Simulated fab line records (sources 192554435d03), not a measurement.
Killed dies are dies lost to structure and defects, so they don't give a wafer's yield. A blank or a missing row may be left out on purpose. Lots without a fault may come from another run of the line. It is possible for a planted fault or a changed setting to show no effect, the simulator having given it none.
fab line records	flow n5-finfet
record lots=9	wafers=27	last-day=16
route steps=1938 shown ZERO_LAYER@4 BEOL_M4@1096 BEOL_M5@1113 PASSIVATION@1936
lots untouched by any fault: they come from a run of this same line in which no faults occurred
start-h: start of the lot's first displayed wafer, in hours after the record's first day	wait-h: time in hours since the lot's previous step	" as in the row above	L1.1+2: a single row standing in for several wafers	- no value, or no start was given	* or withheld: withheld	< > ~ a bound
route shown NAME@n: names a module that has steps shown in the file, with the first one's number in the route	usual: the fault-free wafers' mean and standard deviation	same: alike in all rows	chamber/n: place in a boat	sites: readings site by site	_std_site: standard deviation across them	_edge_site: inner sites' mean taken away from outer sites' mean	radius-mm: how far each site lies from the wafer's centre	mask NAME#n: copy n	behind: the tool/chamber that last shaped the wafer	hold: why the lot was held/for how many hours/how that ended	device: the transistor (n, p or np) that didn't switch	end of line: the same wafers' tests at the end of the route	where a step has no rows: the recipe by itself	killed: at the first sort, the dies lost to defects and structure; wafer yield is something else	map: dies across one wafer; x = killed, . = not, _ = none there
set.NAME: the setting that was run; set.NAME@STEP: the one run at that earlier step	model.NAME: the simulator's own value behind a step, which no gauge read
steps of the route over a sample of lots; a table a step, a row a wafer
services: when a tool's chamber went out of use (start-h, in hours from the record's first day, below 0 if earlier), for how many hours, and the reason
## steps
# step N5_ZERO_LAYER_PECVD_02
# recipe material=SiO2	target-thk-a=100	temp-c=400	precursor=SiH4/N2O	pressure-torr=0.75	rf-w=275	time-s=6
# usual heater-power-w=772/82	showerhead-plenum-p-Torr=8.19/0.18	susceptor-temp-C=400.01/0.21
lot.wafer	tool	chamber	start-h	wait-h	heater-power-w	showerhead-plenum-p-Torr	since-wet-clean-h	susceptor-temp-C
L939.1	pecvd-01	0	12.30	0.0	754	8.28	535	400.23
L939.3	"	2	"	"	670	8.30	1985	400.03
L939.5	"	0	"	"	758	8.25	-	400.31
L940.2	pecvd-03	0	18.28	0.0	635	7.89	903	399.53
L940.3	"	1	"	"	871	7.94	1628	399.84
L940.6	"	2	"	"	722	8.00	-	400.41
L941.1	pecvd-01	0	24.28	0.0	817	8.26	547	399.87
L941.2	"	2	"	"	700	8.28	1997	400.18
L941.4	"	0	"	"	796	8.25	-	399.87
L942.2	pecvd-02	1	30.30	0.0	745	8.37	1822	400.11
L942.5	"	0	"	"	814	7.94	-	399.95
L942.6	"	1	"	"	743	8.37	-	400.18
L943.1	pecvd-01	2	36.28	0.0	716	8.29	2009	400.28
L943.4	"	2	"	"	701	8.28	-	400.10
L943.6	"	0	"	"	855	8.25	-	399.88
L945.1	pecvd-01	1	48.28	0.0	912	8.37	1296	399.46
L945.3	"	0	"	"	867	8.25	571	399.94
L945.5	"	1	"	"	888	8.37	-	400.12
L947.2	pecvd-01	0	60.29	0.0	787	8.25	583	399.93
L947.3	"	2	"	"	731	8.31	2033	400.12
L947.5	"	0	"	"	772	8.23	-	400.09
L950.2	pecvd-01	1	78.30	0.0	792	8.37	1326	399.82
L950.3	"	0	"	"	795	8.26	-	400.15
L950.4	"	1	"	"	821	8.36	-	400.18
L951.2	pecvd-01	2	84.28	0.0	768	8.29	2057	400.06
L951.3	"	1	"	"	935	8.38	1332	399.62
L951.4	"	1	"	"	925	8.38	-	399.63
# step N5_BEOL_M4_SPUTTER_92
# recipe material=Cu	target-thk-a=45	temp-c=-20	chamber-pressure-pa=0.07	power-w=withheld	time-s=8.29
# usual chuck-gas-flow-sccm=1.26/0.05	substrate-temp-c=-19.99/0.097	susceptor-temp-C=-20.00/0.1	throttle-valve-pct=29.7/1.1
lot.wafer	tool	chamber	start-h	wait-h	chuck-gas-flow-sccm	substrate-temp-c	susceptor-temp-C	throttle-valve-pct
L939.1	pvd-sputter-03	-	183.65	0.1	1.25	-19.94	-19.97	28.9
L939.3	"	-	"	"	1.25	-19.89	-20.00	32.2
L939.5	"	-	"	"	1.28	-20.03	-20.04	28.9
L942.2	pvd-sputter-03	-	191.55	0.1	1.26	-19.94	-20.00	32.2
L942.5	"	-	"	"	1.21	-19.89	-19.94	32.2
L942.6	"	-	"	"	1.19	-20.05	-20.15	29.3
L941.1	pvd-sputter-02	-	194.68	0.1	1.32	-19.97	-19.76	29.9
L941.2	"	-	"	"	1.21	-19.89	-20.04	28.6
L941.4	"	-	"	"	1.32	-19.86	-19.94	31.1
L940.2	pvd-sputter-01	-	196.65	0.1	1.25	-20.00	-19.91	30.1
L940.3	"	-	"	"	1.27	-20.20	-20.08	28.6
L940.6	"	-	"	"	1.23	-20.10	-19.93	29.8
L943.1	pvd-sputter-01	-	201.38	0.1	1.20	-19.99	-20.26	30.3
L943.4	"	-	"	"	1.20	-20.09	-20.01	28.9
L943.6	"	-	"	"	1.25	-20.11	-19.84	27.9
L945.1	pvd-sputter-01	-	216.94	0.1	1.23	-19.99	-19.89	28.6
L945.3	"	-	"	"	1.24	-19.94	-19.84	30.5
L945.5	"	-	"	"	1.23	-19.98	-19.85	30.3
L947.2	pvd-sputter-01	-	253.11	0.1	1.25	-20.06	-19.96	30.5
L947.3	"	-	"	"	1.21	-20.06	-20.10	29.9
L947.5	"	-	"	"	1.16	-19.98	-19.89	30.1
L950.2	pvd-sputter-03	-	253.14	0.1	1.20	-20.10	-19.99	28.9
L950.3	"	-	"	"	1.33	-19.88	-20.05	31.1
L950.4	"	-	"	"	1.31	-20.18	-19.90	32.0
L951.2	pvd-sputter-01	-	288.49	0.1	1.29	-19.97	-20.11	29.8
L951.3	"	-	"	"	1.15	-20.01	-20.08	28.3
L951.4	"	-	"	"	1.34	-20.05	-20.02	28.8
# step N5_BEOL_M4_PRE_CLEAN_60
# recipe gas=NH3/H2	time-s=15	temp-c=*	rf-power-w=300
# usual heater-power-w=78/33	susceptor-temp-C=*
lot.wafer	tool	chamber	start-h	wait-h	heater-power-w	since-wet-clean-h	susceptor-temp-C
L939.1	cvd-co-02	2	184.91	0.0	63	267	*
L939.3	"	1	"	"	106	1164	*
L939.5	"	1	"	"	106	-	*
L942.2	cvd-co-01	1	192.81	0.0	40	56	*
L942.5	"	1	"	"	40	-	*
L942.6	"	0	"	"	144	-	*
L941.1	cvd-co-01	1	195.95	0.0	39	59	*
L941.2	"	0	"	"	140	956	*
L941.4	"	1	"	"	40	-	*
L940.2	cvd-co-02	1	197.92	0.0	109	1177	*
L940.3	"	2	"	"	63	280	*
L940.6	"	1	"	"	106	-	*
L943.1	cvd-co-02	2	202.65	0.0	63	285	*
L943.4	"	0	"	"	72	-	*
L943.6	"	1	"	"	103	-	*
L945.1	cvd-co-01	1	226.21	0.0	39	90	*
L945.3	"	2	"	"	51	527	*
L945.5	"	0	"	"	141	-	*
L947.2	cvd-co-02	2	254.37	0.0	62	336	*
L947.3	"	0	"	"	72	796	*
L947.5	"	0	"	"	71	-	*
L950.2	cvd-co-01	1	254.43	0.0	40	118	*
L950.3	"	2	"	"	51	555	*
L950.4	"	1	"	"	40	-	*
L951.2	cvd-co-02	2	289.76	0.0	63	372	*
L951.3	"	1	"	"	107	1268	*
L951.4	"	2	"	"	61	-	*
# step N5_BEOL_M4_RC_MEAS_101
# usual CJ_N=4.34/0.079	CJ_P=5.82/0.15	DIBL_N=36.6/1.3	DIBL_P=36.4/1.4	IOFF_N=0.167/0.023	IOFF_P=0.219/0.029	ION_N=678/8.7	ION_P=464/6.4	RS_NWELL=1038/6.2	RS_PWELL=3004/22	SS_N=71.5/0.53	SS_P=73.4/0.57	VT_N=248.5/2.8	VT_P=-249/3.1
lot.wafer	tool	chamber	start-h	wait-h	CJ_N	CJ_P	DIBL_N[mV/V]	DIBL_P[mV/V]	IOFF_N[nA/um]	IOFF_P[nA/um]	ION_N[uA/um]	ION_P[uA/um]	RS_NWELL[ohm/sq]	RS_PWELL[ohm/sq]	SS_N[mV/dec]	SS_P[mV/dec]	VT_N[mV]	VT_P[mV]
L939.1	prober-01	0	185.19	0.0	4.25	5.73	37.4	37.4	0.195	0.237	697	467	1036	3005	72.2	73.3	243.2	-248
L939.3	"	0	"	"	4.25	5.64	37.8	37.4	0.193	0.224	690	465	1041	2988	70.9	72.9	245.4	-249
L939.5	"	0	"	"	4.17	5.73	36.8	36.8	0.171	0.216	683	465	1042	3020	71.2	73.5	248.1	-250
L942.2	prober-02	0	193.25	0.2	4.31	5.59	35.6	34.5	0.152	0.219	676	470	1040	3010	71.3	73.5	247.8	-246
L942.5	"	0	"	"	4.37	5.98	37.3	36.0	0.181	0.244	685	472	1034	3004	71.9	73.3	246.9	-247
L942.6	"	0	"	"	4.31	5.99	36.9	36.0	0.180	0.244	679	468	1049	3021	71.7	73.9	249.0	-245
L941.1	prober-02	0	196.22	0.0	4.47	5.78	35.3	33.7	0.136	0.182	658	455	1041	3024	70.3	73.0	255.9	-250
L941.2	"	0	"	"	4.49	5.86	34.1	32.7	0.125	0.170	659	458	1041	3026	70.5	72.9	253.4	-250
L941.4	"	0	"	"	4.45	6.00	34.1	33.6	0.129	0.179	668	458	1040	3013	70.8	72.8	253.7	-251
L940.2	prober-01	0	198.35	0.2	4.39	5.95	39.7	38.0	0.211	0.267	692	469	1043	2977	72.4	74.2	244.7	-246
L940.3	"	0	"	"	4.42	5.51	37.9	35.7	0.180	0.226	686	469	1049	2987	71.0	73.1	245.5	-248
L940.6	"	0	"	"	4.41	5.95	37.8	35.3	0.174	0.220	674	463	1025	3008	71.6	72.9	247.3	-249
L943.1	prober-02	0	202.92	0.0	4.17	5.50	37.2	36.1	0.166	0.233	688	471	1040	3026	71.8	73.2	247.2	-245
L943.4	"	0	"	"	4.22	5.90	37.2	35.8	0.158	0.233	691	470	1027	2985	71.2	73.9	246.0	-245
L943.6	"	0	"	"	4.25	5.81	39.4	38.8	0.219	0.279	702	477	1039	2984	71.9	74.0	242.7	-246
L945.1	prober-02	0	226.52	0.0	4.31	5.96	39.2	38.2	0.191	0.240	684	465	1036	2999	72.3	73.7	248.0	-246
L945.3	"	0	"	"	4.40	5.67	37.6	36.8	0.175	0.219	681	464	1030	3006	72.0	72.9	247.0	-248
L945.5	"	0	"	"	4.31	5.84	38.4	37.3	0.176	0.224	684	466	1044	3010	72.6	73.1	248.2	-246
L947.2	prober-02	0	254.80	0.2	4.23	5.71	35.0	34.1	0.133	0.192	666	462	1039	2991	70.6	72.9	252.4	-249
L947.3	"	0	"	"	4.34	6.12	37.0	36.9	0.166	0.239	681	471	1028	2971	71.8	73.5	247.1	-247
L947.5	"	0	"	"	4.33	5.79	37.8	37.1	0.169	0.238	669	459	1046	2948	71.9	73.4	250.5	-246
L950.2	prober-01	0	254.85	0.2	4.27	5.82	34.9	36.0	0.157	0.243	675	467	1051	3018	71.3	73.4	252.5	-242
L950.3	"	0	"	"	4.35	5.93	34.1	34.6	0.154	0.216	678	468	1037	3020	71.1	72.9	248.4	-246
L950.4	"	0	"	"	4.39	5.90	34.5	35.8	0.158	0.238	681	472	1043	3002	71.1	73.4	249.7	-247
L951.2	prober-02	0	290.19	0.2	4.84	4.50	35.4	34.7	0.143	0.197	671	459	1051	3131	70.6	73.1	251.3	-250
L951.3	"	0	"	"	4.97	4.17	36.5	36.6	0.169	0.238	685	471	1060	3118	71.3	73.6	248.6	-247
L951.4	"	0	"	"	4.28	5.76	35.9	35.5	0.152	0.214	671	464	1035	2976	71.7	73.0	248.8	-248
# step N5_BEOL_M5_CURE_79
# recipe temp-c=385	time-s=240	ambient=He/Ar	material=SiCOH_lowk
# usual lamp-power-pct=52.32/0.056	wafer_temp_C_max=386.5/0.5
lot.wafer	tool	chamber	start-h	wait-h	lamp-power-pct	wafer_temp_C_max
L939.1	uv-cure-03	0	186.22	0.0	52.33	386.3
L939.3	"	0	"	"	52.39	386.9
L939.5	"	0	"	"	52.27	386.7
L942.2	uv-cure-02	0	194.21	0.1	52.30	386.6
L942.5	"	0	"	"	52.27	386.5
L942.6	"	0	"	"	52.35	386.7
L941.1	uv-cure-03	1	197.24	0.0	52.31	386.4
L941.2	"	1	"	"	52.29	386.1
L941.4	"	1	"	"	52.34	386.0
L940.2	uv-cure-03	1	199.48	0.3	52.35	385.8
L940.3	"	1	"	"	52.38	386.4
L940.6	"	1	"	"	52.49	385.7
L943.1	uv-cure-01	2	203.95	0.0	52.31	386.1
L943.4	"	2	"	"	52.24	386.5
L943.6	"	2	"	"	52.36	386.2
L945.1	uv-cure-01	2	227.56	0.1	52.30	386.7
L945.3	"	2	"	"	52.32	386.3
L945.5	"	2	"	"	52.27	386.2
L947.2	uv-cure-03	1	255.87	0.2	52.35	386.9
L947.3	"	1	"	"	52.36	386.2
L947.5	"	1	"	"	52.30	386.3
L950.2	uv-cure-02	0	256.02	0.3	52.25	386.7
L950.3	"	0	"	"	52.25	386.1
L950.4	"	0	"	"	52.26	386.4
L951.2	uv-cure-01	2	291.15	0.1	52.31	386.4
L951.3	"	2	"	"	52.23	386.4
L951.4	"	2	"	"	52.34	385.9
# step N5_PASSIVATION_PROBE_49
# usual defect-limited-yield=91.6/1.6	killed_at_M0_to_M3=32/9.7	killed_at_M4_up=13/4.4	killed-at-contacts=12/6.5	killed-at-front-end=38/12	killed-at-other=3.7/3	killed-dies=99/18	killed-open=66/14	killed-short=32/7.5	sort_bin_5_function=4.9/1	sort_bin_6_memory=3.2/0.73	sort-n-pass=1081/18	sort-yield-pct=91.6/1.6
# same gross-dies=1180	killed-at-back-side=0	sort_bin_4_leakage[%]=0	sort_bin_8_speed[%]=0
lot.wafer	tool	chamber	start-h	wait-h	defect-limited-yield[%]	killed_at_M0_to_M3	killed_at_M4_up	killed-at-contacts	killed-at-front-end	killed-at-other	killed-dies	killed-open	killed-short	sort_bin_5_function[%]	sort_bin_6_memory[%]	sort-n-pass	sort-yield-pct[%]
L945.1	prober-01	-	325.92	0.0	91.5	29	11	11	45	4	100	51	49	4.9	3.5	1080	91.5
L945.3	prober-01	-	326.02	0.1	93.3	19	15	23	20	2	79	56	23	3.7	2.7	1101	93.3
L945.5	prober-01	-	326.12	0.2	91.6	37	12	18	28	4	99	64	34	4.6	3.6	1081	91.6
# killed by level:class
L945.1 FIN_SAQP:geometric-particle:short=14 FIN_SAQP:geometric-particle:open=9 STI_FIN_REVEAL:geometric-particle:open=7 BEOL_M0_SAQP:geometric-particle:short=7 MOL_CONTACT_COAG:geometric-particle:open=6 BEOL_M1:geometric-particle:open=6 BEOL_M3:geometric-particle:open=6 GATE_CUT:geometric-particle:open=5
L945.3 MOL_CONTACT_COAG:geometric-particle:open=15 MOL_CONTACT_COAG:geometric-particle:short=8 BEOL_M2:geometric-particle:open=7 FIN_SAQP:geometric-particle:open=5 BEOL_M4:geometric-particle:open=5 BEOL_M0_SAQP:geometric-particle:short=4 BEOL_M0_SAQP:geometric-particle:open=4 STI_FIN_REVEAL:geometric-particle:open=3
L945.5 MOL_CONTACT_COAG:geometric-particle:open=12 BEOL_M0_SAQP:geometric-particle:short=9 BEOL_M1:geometric-particle:open=7 BEOL_M2:geometric-particle:open=7 MOL_CONTACT_COAG:geometric-particle:short=6 STARTING-WAFER:geometric-particle:open=5 FIN_SAQP:geometric-particle:open=4 FIN_SAQP:geometric-particle:short=4
## services
tool	chamber	start-h	hours	kind
uv-cure-01	-	-0.67	2.8	pm
uv-cure-03	-	-0.58	7.5	pm
uv-cure-03	-	33.20	8.3	repair
pecvd-01	-	42.77	2.8	pm
pvd-sputter-03	-	44.73	7.1	repair
cvd-co-02	0	58.85	36.5	repair
cvd-co-02	2	59.52	2.0	repair
pvd-sputter-01	-	59.69	1.3	repair
uv-cure-01	-	71.67	2.1	pm
cvd-co-02	2	71.83	3.1	repair
pvd-sputter-03	-	90.37	24.8	repair
cvd-co-02	-	98.90	6.9	pm
cvd-co-02	1	125.87	8.3	repair
cvd-co-01	-	139.68	13.0	repair
cvd-co-01	0	162.33	9.3	repair
pecvd-01	-	162.71	0.8	repair
pecvd-01	0	165.33	2.4	repair
pecvd-01	-	181.09	0.6	repair
cvd-co-02	-	183.14	0.6	repair
cvd-co-01	-	218.09	2.8	repair
cvd-co-01	-	232.07	6.9	pm
uv-cure-03	-	234.91	7.5	pm
uv-cure-01	-	273.85	6.0	pm
uv-cure-01	-	279.85	1.0	pm
## key
first-sign step=N5_BEOL_M4_RC_MEAS_101	reading=CJ_P	direction=down	sigmas=10	usual=5.82	struck=4.33
effect step=N5_BEOL_M4_RC_MEAS_101	reading=CJ_N	direction=up	sigmas=7.2	usual=4.34	struck=4.91
effect step=N5_BEOL_M4_RC_MEAS_101	reading=RS_PWELL	direction=up	sigmas=5.5	usual=3004	struck=3124
effect step=N5_BEOL_M4_RC_MEAS_101	reading=RS_NWELL	direction=up	sigmas=2.8	usual=1038	struck=1055
met-at N5_ZERO_LAYER_PECVD_02
struck-lots L951
struck-wafers L951.2,L951.3
not-acting-at N5_BEOL_M4_SPUTTER_92,N5_BEOL_M4_PRE_CLEAN_60,N5_BEOL_M5_CURE_79
onset-between 78.30 84.28
fault kind=process-parameter-drift	tool=pecvd-01	chamber=-	onset-h=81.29	steps=N5_ZERO_LAYER_PECVD_02	channel=time-s	offset=*	shape=step	end-h=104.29	scope=struck-wafers-only	acts-in=*	stated=*
